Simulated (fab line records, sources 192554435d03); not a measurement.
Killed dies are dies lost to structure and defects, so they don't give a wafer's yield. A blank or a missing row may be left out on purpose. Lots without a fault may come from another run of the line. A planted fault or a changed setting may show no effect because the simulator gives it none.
Chamber matching | flow n5_finfet | N5_BEOL_M1_PECVD_72 on pecvd-01: 3 sister chambers
The step deposits SiO2 from TEOS/O2, target thk 16 nm, time 18 s. 14 wafers are shown with their chamber, then 7 later ones without.

WAFERS WITH THEIR CHAMBER
wafer  | chamber | showerhead_plenum_p_Torr (Torr) | throttle_valve_pct (%) | heater_power_w (W)
L076.1 | 1       | 8.71                            | 23.2                   | 778
L076.3 | 1       | 8.74                            | 22.9                   | 780
L076.6 | 1       | 8.72                            | 23.1                   | 741
L079.3 | 1       | 8.72                            | 22.8                   | 740
L079.4 | 0       | 8.86                            | 23.2                   | 791
L079.6 | 1       | 8.69                            | 23.2                   | 759
L083.1 | 1       | 8.71                            | 23.1                   | 834
L083.2 | 2       | 8.74                            | 22.1                   | 743
L083.4 | 1       | 8.73                            | 23.0                   | 814
L085.2 | 2       | 8.74                            | 21.9                   | 625
L085.3 | 1       | 8.73                            | 23.2                   | 830
L085.6 | 2       | 8.74                            | 22.2                   | 627
L089.2 | 2       | 8.74                            | 22.2                   | 632
L089.3 | 1       | 8.71                            | 22.9                   | 704

SIGNATURES (means of the wafers above)
reading                  | chamber 0 | chamber 1 | chamber 2 | scatter within a chamber
showerhead_plenum_p_Torr | 8.8600    | 8.7178    | 8.7400    | 0.0126
throttle_valve_pct       | 23.200    | 23.044    | 22.100    | 0.148
heater_power_w           | 791.00    | 775.56    | 656.75    | 48.3
Rule: a wafer's distance from a chamber is the root of the sum, over the readings, of the square of ((its reading less the chamber's mean) divided by the reading's scatter). The wafer belongs to the nearest chamber; if the next one is less than 2 further off, it can't be placed. The scatter: the root of (the sum of the squares of (reading less its chamber's mean) over the shown wafers, divided by (wafers less chambers)).

WAFERS WITHOUT THEIR CHAMBER
wafer  | showerhead_plenum_p_Torr (Torr) | throttle_valve_pct (%) | heater_power_w (W)
L089.4 | 8.75                            | 22.0                   | 609
L093.1 | 8.73                            | 22.9                   | 736
L093.2 | 8.71                            | 22.2                   | 725
L093.4 | 8.74                            | 22.3                   | 692
L096.2 | 8.75                            | 22.1                   | 735
L096.3 | 8.72                            | 23.1                   | 836
L096.4 | 8.71                            | 23.3                   | 838

WHICH CHAMBER EACH WENT THROUGH
wafer  | from the rows above | in truth
L089.4 | 2                   | 2
L093.1 | 1                   | 1
L093.2 | 2                   | 2
L093.4 | 2                   | 2
L096.2 | 2                   | 2
L096.3 | 1                   | 1
L096.4 | 1                   | 1
Placed correctly: 7 of 7. Can't be placed from these rows: 0. Placed wrongly: 0.
